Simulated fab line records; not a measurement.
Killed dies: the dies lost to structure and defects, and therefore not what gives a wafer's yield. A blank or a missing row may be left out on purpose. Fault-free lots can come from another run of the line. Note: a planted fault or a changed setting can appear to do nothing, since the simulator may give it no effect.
What tool caused it? | flow n5 finfet | Sampling: 9 lots, 27 wafers, 6 of 1938 route steps

WHAT THE GAUGES READ, wafer by wafer
N5_SD_EPI_P_EPI_MEAS_23.
lot  | measured    | on            | thk nm (nm)
L859 | day 4 04:44 | film metro-01 | 60.5 60.2 60.8
L860 | day 4 08:32 | film metro-02 | 1.4 0.7 1.3
L861 | day 4 14:08 | film metro-02 | 2.8 2.4 0.1
L870 | day 7 00:50 | film metro-01 | 60.9 59.1 61.7
L871 | day 7 03:26 | film metro-01 | 59.5 61.3 61.2
L872 | day 7 08:40 | film metro-01 | 61.7 61.9 60.4
L873 | day 7 14:48 | film metro-02 | 61.9 60.3 61.8
L875 | day 8 07:43 | film metro-01 | 59.8 59.8 59.1
L878 | day 9 09:01 | film metro-02 | 59.4 57.6 59.4

N5_BEOL_M4_RC_MEAS_101.
lot  | measured     | on        | DIBL_N (mV/V)  | DIBL_P (mV/V)  | IOFF_N (nA/um)    | IOFF_P (nA/um)    | ION_N (uA/um) | ION_P (uA/um) | SS_N (mV/dec)  | SS_P (mV/dec)  | VT_N (mV)         | VT_P (mV)
L859 | day 8 14:12  | prober-02 | 39.3 36.8 35.7 | 38.5 36.2 34.4 | 0.174 0.132 0.116 | 0.185 0.155 0.142 | 669 662 657   | 447 446 444   | 72.4 71.7 71.4 | 74.5 72.9 73.5 | 252.2 253.1 258.6 | -256.8 -256.9 -256.9
L870 | day 11 21:34 | prober-02 | 35.3 36.9 35.7 | 35.9 37.8 35.5 | 0.150 0.181 0.150 | 0.196 0.220 0.189 | 689 689 674   | 471 467 462   | 71.5 72.5 71.9 | 73.8 73.8 73.2 | 247.1 248.2 249.2 | -252.5 -249.6 -251.8
L871 | day 11 21:14 | prober-01 | 37.2 35.0 36.2 | 35.4 34.6 35.3 | 0.176 0.140 0.156 | 0.210 0.197 0.205 | 665 667 663   | 452 457 456   | 72.6 72.0 71.8 | 73.9 73.3 73.6 | 250.9 252.5 250.5 | -251.1 -249.8 -248.8
L872 | day 12 01:38 | prober-01 | 33.6 34.6 35.3 | 33.9 35.4 36.2 | 0.125 0.136 0.144 | 0.181 0.197 0.205 | 662 671 667   | 457 463 457   | 70.7 71.0 71.8 | 72.4 73.3 73.4 | 255.2 252.1 253.1 | -250.4 -249.0 -250.7
L873 | day 12 04:25 | prober-01 | 34.8 35.5 36.8 | 34.5 35.5 36.3 | 0.125 0.136 0.145 | 0.172 0.194 0.209 | 655 660 659   | 449 458 458   | 71.9 71.4 71.2 | 72.9 73.9 73.0 | 256.1 254.0 250.3 | -255.7 -254.8 -253.4
L875 | day 12 18:36 | prober-01 | 35.8 38.0 36.2 | 35.5 37.1 35.9 | 0.135 0.161 0.139 | 0.225 0.260 0.243 | 662 656 655   | 466 461 458   | 70.9 72.7 71.7 | 73.0 73.9 73.3 | 253.4 249.9 252.5 | -250.0 -247.8 -245.9
L878 | day 13 22:59 | prober-01 | 34.7 35.0 35.2 | 34.7 35.3 36.0 | 0.130 0.134 0.145 | 0.191 0.199 0.215 | 662 679 672   | 459 466 464   | 71.6 70.6 71.2 | 72.5 72.7 72.4 | 253.3 251.0 250.8 | -251.2 -248.1 -249.1

EACH LOT AND THE TOOL THAT RAN IT (in order: tool; ch and the chambers of the sampled wafers; start)
lot  | N5_SPACER0_ALD_08                | N5_SD_EPI_P_ETCH_37               | N5_SD_EPI_P_ETCHBACK_46           | N5_SD_EPI_P_STRIP_40
L859 | ald sin-01 ch 0,1,2, day 3 19:23 | rie diel-03 ch 0,1,3, day 4 01:17 | rie diel-03 ch 0,1,3, day 4 01:36 | plasma asher-02 ch 0,1, day 4 02:01
L860 | ald sin-04 ch 0,1, day 3 23:37   | rie diel-01 ch 2,3, day 4 05:03   | rie diel-01 ch 2,3, day 4 05:23   | plasma asher-02 ch 0,1, day 4 05:49
L861 | ald sin-04 ch 0,2, day 4 05:22   | rie diel-01 ch 0,1, day 4 10:41   | rie diel-01 ch 0,1, day 4 11:01   | plasma asher-02 ch 0,1, day 4 11:26
L870 | ald sin-04 ch 1,2, day 6 14:28   | rie diel-01 ch 0,1,2, day 6 20:32 | rie diel-01 ch 0,1,2, day 6 20:52 | plasma asher-02 ch 0,1, day 6 21:17
L871 | ald sin-04 ch 0,1,3, day 6 18:01 | rie diel-01 ch 1,2,3, day 6 23:08 | rie diel-01 ch 1,2,3, day 6 23:28 | plasma asher-01 ch 0,1, day 6 23:53
L872 | ald sin-04 ch 0,1,2, day 6 23:01 | rie diel-01 ch 0,1,3, day 7 04:20 | rie diel-01 ch 0,1,3, day 7 04:40 | plasma asher-02 ch 0,1, day 7 05:05
L873 | ald sin-01 ch 1,2, day 7 05:40   | rie diel-01 ch 1,2,3, day 7 11:20 | rie diel-01 ch 1,2,3, day 7 11:39 | plasma asher-02 ch 0,1, day 7 12:04
L875 | ald sin-04 ch 0,1, day 7 20:57   | rie diel-01 ch 0,2, day 8 03:25   | rie diel-01 ch 0,2, day 8 03:45   | plasma asher-01 ch 0,1, day 8 04:10
L878 | ald sin-04 ch 0,2, day 8 22:47   | rie diel-04 ch 0,1, day 9 04:42   | rie diel-04 ch 0,1, day 9 05:01   | plasma asher-02 ch 0,1, day 9 05:28
- N5_SPACER0_ALD_08: deposits SiNx, target thk 2 nm.
- N5_SD_EPI_P_ETCH_37: etches SOC in N2/H2, overetch 108 nm, time 486 s.
- N5_SD_EPI_P_ETCHBACK_46: etches SiNx in CH3F/O2, stops on SiO2, target depth 17.5 nm.
- N5_SD_EPI_P_STRIP_40: strips in N2/H2.

AS READ BY THE TOOLS THEMSELVES (means over the sampled wafers that have a number; for cases with no such wafer, the mark the record gives instead)
N5_SPACER0_ALD_08.
lot  | tool       | heater power w (W) | susceptor temp C (C)
L859 | ald sin-01 | 877                | 399.79
L860 | ald sin-04 | 943                | 400.19
L861 | ald sin-04 | 1000               | 399.90
L870 | ald sin-04 | 913                | 399.85
L871 | ald sin-04 | 886                | 399.90
L872 | ald sin-04 | 937                | 399.83
L873 | ald sin-01 | 820                | 400.00
L875 | ald sin-04 | 935                | 400.03
L878 | ald sin-04 | 1010               | 400.08

N5_SD_EPI_P_ETCH_37.
lot  | tool        | drypump motor current A (A) | oes product au (a.u.) | rf vpp V (V) | showerhead plenum p Torr (Torr) | throttle valve pct (%)
L859 | rie diel-03 | 5.3                         | 0.77                  | 240.5        | 2.50                            | 23.81
L860 | rie diel-01 | 5.4                         | 0.77                  | 240.9        | 2.57                            | 23.78
L861 | rie diel-01 | 5.4                         | 0.82                  | 242.5        | 2.70                            | 23.80
L870 | rie diel-01 | 5.5                         | 0.73                  | 241.6        | 2.64                            | 23.80
L871 | rie diel-01 | 5.6                         | 0.73                  | 241.1        | 2.60                            | 23.65
L872 | rie diel-01 | 5.5                         | 0.79                  | 242.0        | 2.66                            | 23.67
L873 | rie diel-01 | 5.6                         | 0.73                  | 241.8        | 2.60                            | 23.66
L875 | rie diel-01 | 5.4                         | 0.67                  | 241.6        | 2.57                            | 24.10
L878 | rie diel-04 | 5.8                         | 0.65                  | 240.9        | 2.56                            | 23.81

N5_SD_EPI_P_ETCHBACK_46.
lot  | tool        | CH3F_flow_sccm (sccm) | O2_flow_sccm (sccm) | drypump motor current A (A) | oes product au (a.u.) | rf vpp V (V) | showerhead plenum p Torr (Torr) | throttle valve pct (%)
L859 | rie diel-03 | 30.01                 | 20.03               | 5.3                         | 0.73                  | 295          | 1.97                            | 16.40
L860 | rie diel-01 | -                     | -                   | -                           | -                     | -            | -                               | -
L861 | rie diel-01 | -                     | -                   | -                           | -                     | -            | -                               | -
L870 | rie diel-01 | 30.00                 | 19.97               | 5.5                         | 0.70                  | 298          | 2.08                            | 16.22
L871 | rie diel-01 | 29.97                 | 20.04               | 5.6                         | 0.70                  | 301          | 2.05                            | 16.21
L872 | rie diel-01 | 30.01                 | 20.00               | 5.5                         | 0.75                  | 300          | 2.10                            | 16.10
L873 | rie diel-01 | 29.97                 | 19.95               | 5.6                         | 0.70                  | 300          | 2.05                            | 16.22
L875 | rie diel-01 | 30.00                 | 19.97               | 5.4                         | 0.64                  | 297          | 2.03                            | 16.47
L878 | rie diel-04 | 29.95                 | 19.97               | 5.8                         | 0.62                  | 303          | 2.02                            | 16.41

N5_SD_EPI_P_STRIP_40.
lot  | tool            | drypump motor current A (A) | heater power w (W) | oes product au (a.u.)
L859 | plasma asher-02 | 6.1                         | 306                | 0.757
L860 | plasma asher-02 | 5.9                         | 303                | 0.770
L861 | plasma asher-02 | 6.0                         | 309                | 0.762
L870 | plasma asher-02 | 6.0                         | 315                | 0.747
L871 | plasma asher-01 | 5.4                         | 344                | 0.758
L872 | plasma asher-02 | 5.9                         | 308                | 0.768
L873 | plasma asher-02 | 6.0                         | 311                | 0.755
L875 | plasma asher-01 | 5.3                         | 364                | 0.750
L878 | plasma asher-02 | 6.0                         | 312                | 0.761

THE ANSWER, worked out from the rows above alone
Rule: what is usual is taken from the lots themselves. Put in order of their means at a reading, lots are off if they are a third of the lots or fewer, leave a main group of 4 or more, and stand apart from it by a gap of 3 or more times the standard deviation of the main group's means; of several such gaps the widest counts. A main group is skipped when, at the precision printed for the reading in the tables above, its means are all equal. Also off: a lot with no number at a reading for which 4 or more lots have one. The other lots that the step has rows for count as sound. The gauges are gone through in route order, then the tools' own readings, and for those a lot's mean is taken as printed above. The first step at which some lot is off is used, and at that step the reading that is off furthest; a lot without a number counts as furthest.
Off: L860, L861 (N5_SD_EPI_P_EPI_MEAS_23, thk nm). The main group: mean 60.4 nm, standard deviation 0.85.
If a tool, at a process step before that reading, ran all the lots that are off and no sound lot after the first of them, it fits. Not tried: the gauges at N5_SD_EPI_P_EPI_MEAS_23; whatever is off there is also off at N5_SD_EPI_P_ETCHBACK_46, on other tools, and gauge error can't account for it. None of those tried fits.

WHAT HAD BEEN PUT IN BY THE SIMULATOR
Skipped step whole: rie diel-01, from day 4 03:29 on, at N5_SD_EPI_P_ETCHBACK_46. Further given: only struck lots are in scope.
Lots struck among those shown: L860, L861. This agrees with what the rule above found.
